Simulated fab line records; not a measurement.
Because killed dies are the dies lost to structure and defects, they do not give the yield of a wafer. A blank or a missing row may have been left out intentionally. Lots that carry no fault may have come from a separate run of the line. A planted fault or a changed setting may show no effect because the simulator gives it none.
Problem report, 8D (eight disciplines) form, completed by code :: flow n5_finfet :: the parts of the form that need people (team, actions taken, sign-off) are left out

== 1. WHAT WENT WRONG ==
A mean of 13.83 s is read at N5_FIN_CUT_ETCH_30 for etch_rf_on_time_s, taken on 1 wafer of 1 lot, against 10.42 s (standard deviation 0.15) on wafers free of any fault. That puts it +23 standard deviations away from the usual mean.
The step: etches underlayer in N2/H2, target depth 13 nm, time 10.4 s.
First observed at day 3 20:23: wafer L546.4, on rie_diel-02. At this step, 27 wafers from 9 lots have a number in the record. By rule, "out" or "out of limits" means more than 4 standard deviations away from the usual mean. All remaining wafers that have a number are taken as sound.

== 2. WHAT IT IS AND WHAT IT IS NOT ==
question: which readings at this step
is: etch_rf_on_time_s
is not: bias_w, drypump_motor_current_A, oes_product_au, rf_vpp_V, showerhead_plenum_p_Torr, throttle_valve_pct

question: which lots
is: L546
is not: L541, L554, L555, L558, L559, L560, L561, L562

question: which wafers of those lots
is: L546.4
is not: L546.2, L546.5

question: read on which tools
is: rie_diel-02
is not: rie_diel-04, rie_diel-05

question: when
is: from day 3 20:23
is not: up to then (5 sound wafers); but 21 sound wafers of L554, L555, L558, L559, L560, L561, L562 came after

== 3. WHAT RULES OUT EACH SUSPECT ==
Counting: a tool at a process step up to the reading stays a suspect if it ran every lot that is out. Sound lots after the first of them don't rule it out here, since some wafers of a struck lot are sound.
- rie_si-02 at N5_FIN_SAQP_MANDREL2_REMOVE_60 (chemistry HBr/Cl2/O2, target a-Si, stops on SiNx, bt time 10 s): kept. It processed L546, the lot that is out, at day 3 19:06, and its most recent sound lot before then was L541 at day 2 13:36.
- rie_diel-02 at N5_FIN_CUT_ETCH_30 (etches underlayer in N2/H2, target depth 13 nm, time 10.4 s): kept. It ran the lot that is out, L546 (day 3 20:23). Out on those wafers are its own readings of etch_rf_on_time_s.
- In rie_diel-02 at N5_FIN_CUT_ETCH_30, the wafers that are out were processed in chamber 0 and their sound lot-mates in chambers 1, 3.
What counting leaves: rie_si-02 at N5_FIN_SAQP_MANDREL2_REMOVE_60 and rie_diel-02 at N5_FIN_CUT_ETCH_30.

== 4. THE CAUSE (what the simulator had put in) ==
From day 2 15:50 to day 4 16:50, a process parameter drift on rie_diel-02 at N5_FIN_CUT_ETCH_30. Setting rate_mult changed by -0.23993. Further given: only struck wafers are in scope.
This tool is one of the 2 suspects left after counting.

== 5. SEQUENCE OF EFFECTS, ordered by route ==
One row per reading whose mean, taken over the struck wafers that have a number, lies over 3 standard deviations from the usual. Scope: only readings with a usual standard deviation given in the record; hours: median across lots of the time from each lot's start at the first step in this table that gives one to its start at this step; sigmas: change in usual standard deviations.
hours: 0
step: N5_FIN_CUT_ETCH_30
reading: etch_rf_on_time_s
usual: 10.42 s
on struck wafers: 13.83
change: +3.41
sigmas: +23
Its process steps:
- N5_FIN_CUT_ETCH_30: etches underlayer in N2/H2, target depth 13 nm, time 10.4 s.
Later measuring or inspecting steps at which every struck wafer that the step has a row for has a number for every such reading, and none has moved that far: N5_BEOL_M4_RC_MEAS_101.

== 6. WHAT WOULD HAVE CAUGHT IT SOONER ==
In this record the first reading out of limits was taken at day 3 20:23, 29 hours after the fault began at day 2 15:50.
